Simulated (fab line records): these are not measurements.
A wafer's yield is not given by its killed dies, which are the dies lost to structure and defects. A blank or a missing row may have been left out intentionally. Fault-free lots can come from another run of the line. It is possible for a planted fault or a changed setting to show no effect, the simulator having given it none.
Problem report in the 8D (eight disciplines) form, filled by code || flow nand-harc || the parts of the form that need people (team, actions taken, sign-off) are left out

## 1. THE PROBLEM
killed-at-periphery at NHARC_END_SORT_01 reads a mean of 606.3 on 3 wafers of 2 lots; wafers without a fault read 4.0 with a standard deviation of 2.6. So: +99 or more standard deviations from the usual mean.
Earliest sighting: wafer L779.2 on prober-02 at day 26 19:02. The record holds 18 wafers of 6 lots with a number at this step. By rule, "out" or "out of limits" means more than 4 standard deviations away from the usual mean. The other wafers with a number count as sound.

## 2. WHAT IT IS, WHAT IT ISN'T
{"question": "which readings at this step", "is": "killed-at-periphery, defect-limited-yield, killed-dies", "is not": "killed-at-array, killed-at-other, killed-open, killed-short"}
{"question": "which lots", "is": "L778, L779", "is not": "L785, L787, L788, L790"}
{"question": "which wafers of those lots", "is": "L778.3, L779.2, L779.3", "is not": "L778.5, L778.6, L779.1"}
{"question": "read on which gauges", "is": "prober-01, prober-02", "is not": "-"}
{"question": "when", "is": "from day 26 19:02", "is not": "up to then (1 sound wafer); but 14 sound wafers of L778, L785, L787, L788, L790 came after"}

## 3. THE SUSPECTS, EACH WITH WHAT RULES IT OUT
Counting: any tool at a process step up to the reading remains a suspect provided it ran every lot that is out. Sound lots after the first of them don't rule it out here, since some wafers of a struck lot are sound.
- the gauge at NHARC_END_SORT_01 has been ruled out. Those wafers that are out were read across 2 gauges (prober-01, prober-02).
- pvd-sputter-01 at NHARC_P_M1_PVD_21 (deposits Cu, target thk 30 nm, time 20.49 s): kept. It ran every lot that is out, first L778 (day 8 20:01).
- pvd-sputter-03 at NHARC_A_BONDPAD_PVD_27 (deposits Cu, target thk 30 nm, time 20.49 s): kept. It ran every lot that is out, first L779 (day 26 02:14). NHARC_A_BONDPAD_PVD_27: start missing for some lots; hours and lot order therefore follow NHARC_THIN_TSV_DEP_43.
- pvd-sputter-01 at NHARC_THIN_TSV_PVD_19 (deposits TaN, target thk 20 nm): kept. It ran every lot that is out, first L779 (day 26 18:14). NHARC_THIN_TSV_PVD_19: start missing for some lots; hours and lot order therefore follow NHARC_END_SORT_01.
pvd-sputter-01 at NHARC_P_M1_PVD_21, pvd-sputter-03 at NHARC_A_BONDPAD_PVD_27 and pvd-sputter-01 at NHARC_THIN_TSV_PVD_19 are what is left after counting.

## 4. THE CAUSE (what the simulator had put in)
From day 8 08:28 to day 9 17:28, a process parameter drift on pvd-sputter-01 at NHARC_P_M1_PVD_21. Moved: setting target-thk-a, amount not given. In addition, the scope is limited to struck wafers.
Counting left 3 suspects, and this tool is among them.

## 5. SEQUENCE OF EFFECTS, ordered by route
One row per reading whose mean, taken over the struck wafers that have a number, lies over 3 standard deviations from the usual. Readings are gone through only where the record gives a usual standard deviation; hours: the median, over the lots, of the time from a lot's start at the first step in this table giving one to that lot's start at this step; sigmas: the change measured in usual standard deviations.
{"hours": 0, "step": "NHARC_END_SORT_01", "reading": "defect-limited-yield", "usual": "90.9 %", "on struck wafers": 0.1, "change": -90.8, "sigmas": -34}
{"hours": 0, "step": "NHARC_END_SORT_01", "reading": "killed-at-periphery", "usual": 4.0, "on struck wafers": 606.3, "change": "+602.3", "sigmas": "+99 or more"}
{"hours": 0, "step": "NHARC_END_SORT_01", "reading": "killed-dies", "usual": 62, "on struck wafers": 676, "change": "+614", "sigmas": "+32"}

## 6. WHAT WOULD HAVE CAUGHT IT SOONER
443 hours passed between the start of the fault at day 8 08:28 and the first reading out of limits at a measuring or inspecting step in this record, taken at day 26 19:02.
Of the tool readings at NHARC_P_M1_PVD_21 for which the record gives a usual standard deviation, none was out on any struck wafer, so an alarm limit of 4 standard deviations on them would not have fired.
By day 26 19:02, every lot that is out (2) had started NHARC_P_M1_PVD_21 on pvd-sputter-01. A hold on the tool at that time would have spared none of them.
